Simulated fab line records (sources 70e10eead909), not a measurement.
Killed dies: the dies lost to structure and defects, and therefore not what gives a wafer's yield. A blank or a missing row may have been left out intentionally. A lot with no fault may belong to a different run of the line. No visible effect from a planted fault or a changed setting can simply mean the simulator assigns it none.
A struck lot beside a sound one | flow nand harc | 32 steps out of a route of 1159
Sound: these wafers, L206.1, L206.3, L206.4. Struck: wafers L212.1, L212.5 (left out: L212.2, a lot-mate that was not struck); the cause follows at the end.
At each step with rows: each side's tool, then ch and its chambers, then its first start. Under that, the readings that differ: sound wafers | struck wafers | difference of the means | sigmas: that difference in standard deviations of wafers without a fault.
alike: readings whose means differ by less than 2 such deviations, and words and numbers that are the same on both sides. not compared: withheld readings, readings that some wafer has no value for, bounds like >300 that may hide the same value, and numbers for which the record gives no deviation and whose values overlap.
Wherever a step has rows on one side only, a row that says differs or no value, or a row with sigmas, the two part there. When numbers do not overlap yet have no deviation, they are printed without sigmas and do not part them. Lack of a reading on every wafer of one side parts them only where that side has two or more wafers.

first, 3 steps without rows for these wafers: NHARC_THIN_TSV_DEGAS_49 (time 120 s); NHARC_THIN_TSV_PRE_CLEAN_50 (time 30 s); NHARC_THIN_TSV_PVD_19 (deposits TaN, target thk 20 nm).
NHARC_THIN_TSV_PVD_51: deposits Cu, target thk 100 nm.
  sound on pvd sputter-02; struck on pvd sputter-03
  alike: throttle valve pct
then, 2 steps without rows for these wafers: NHARC_THIN_TSV_ECD_20 (material Cu, target thk 2000 nm); NHARC_THIN_TSV_ANNEAL_52 (time 90 s).
NHARC_THIN_TSV_CMP_21: polishes, t overpolish 30 s, target thk 2000 nm.
  sound on cmp-02 ch 1,2,3, day 20 02:35; struck on cmp-03 ch 0,3, day 22 10:11
  alike: motor current A, overpolish run s
after that, 1 step had no rows for these wafers: NHARC_THIN_TSV_SRD_23.
NHARC_THIN_TSV_DEGAS_53: time 60 s.
  struck on pvd sputter-02, day 22 10:37; sound on pvd sputter-02, day 20 03:04
  alike: heater power w
then, 2 steps without rows for these wafers: NHARC_THIN_TSV_PRE_CLEAN_54 (time 30 s); NHARC_THIN_TSV_PVD_55 (deposits TiN, target thk 50 nm).
NHARC_THIN_TSV_PVD_24: deposits Al, target thk 800 nm.
  struck on pvd sputter-02, day 22 10:57; sound on pvd sputter-02, day 20 03:32
then, 8 steps without rows for these wafers: NHARC_THIN_TSV_DEHYDRATE_25 (time 120 s); NHARC_THIN_TSV_HMDS_26 (time 30 s); NHARC_THIN_TSV_COAT_27; NHARC_THIN_TSV_SOFTBAKE_28 (time 95 s); NHARC_THIN_TSV_EBR_29; NHARC_THIN_TSV_EXPOSE_30 (exposes mask PAD); NHARC_THIN_TSV_PEB_31 (peb time 85 s); NHARC_THIN_TSV_DEVELOP_32 (time 70 s).
NHARC_THIN_TSV_CD_MEAS_33: target cd 5000 nm.
  sound on cd sem-02 ch 0, day 20 04:19; struck on cd sem-02 ch 0, day 22 11:44
  alike: cd nm
then, 1 step without rows for these wafers: NHARC_THIN_TSV_HARDBAKE_34 (time 80 s).
NHARC_THIN_TSV_DESCUM_35: chemistry O2, time 3 s.
  sound on rie diel-06 ch 1,2,3, day 20 04:29; struck on rie diel-03 ch 1,3, day 22 11:54
  reading                | sound                | struck        | difference | sigmas
  throttle valve pct (%) | 11.319 11.315 11.321 | 11.298 11.299 | -0.020     | -2
  alike: drypump motor current A, o2 flow sccm, oes product au, rf vpp V, showerhead plenum p Torr
  not compared: rf hours counter h
NHARC_THIN_TSV_ETCH_59: etches the open film in Cl2/BCl3, target depth 880 nm, time 138.1 s.
  sound on rie metal-01 ch 0,1, day 20 04:38; struck on rie metal-03 ch 0,1, day 22 12:01
  reading                     | sound          | struck    | difference | sigmas
  drypump motor current A (A) | 5.84 5.86 6.00 | 6.52 6.28 | +0.50      | +2
  alike: oes product au, throttle valve pct
  not compared: rf hours counter h
then, 3 steps without rows for these wafers: NHARC_THIN_TSV_ETCH_36 (etches the open film in Cl2/BCl3, target depth 65 nm, time 18.571 s); NHARC_THIN_TSV_STRIP_56 (strips in O2); NHARC_THIN_TSV_STRIP_57 (strips in post etch residue remover, time 1200 s).
NHARC_THIN_TSV_CD_MEAS_37:
  struck on cd sem-01, day 22 13:10; sound on cd sem-01, day 20 06:19
  alike: cd nm
then, 1 step without rows for these wafers: NHARC_THIN_TSV_ANNEAL_58 (time 1800 s).
NHARC_THIN_TSV_INSPECT_40:
  struck on defect inspect-01, day 22 17:23; sound on defect inspect-01, day 20 10:34
  alike: raw defect count
NHARC_END_WLT_00:
  the record holds rows for the sound wafers here (prober-01, day 20 15:38) but none for the struck ones
NHARC_END_SORT_01:
  here the record holds rows for the struck wafers (prober-02 ch 0, day 22 20:29) but none for the sound ones

## WHERE THEY PART
Last at NHARC_END_SORT_01 as far as this record goes, first at NHARC_THIN_TSV_DESCUM_35.

WHY: what the simulator had put in
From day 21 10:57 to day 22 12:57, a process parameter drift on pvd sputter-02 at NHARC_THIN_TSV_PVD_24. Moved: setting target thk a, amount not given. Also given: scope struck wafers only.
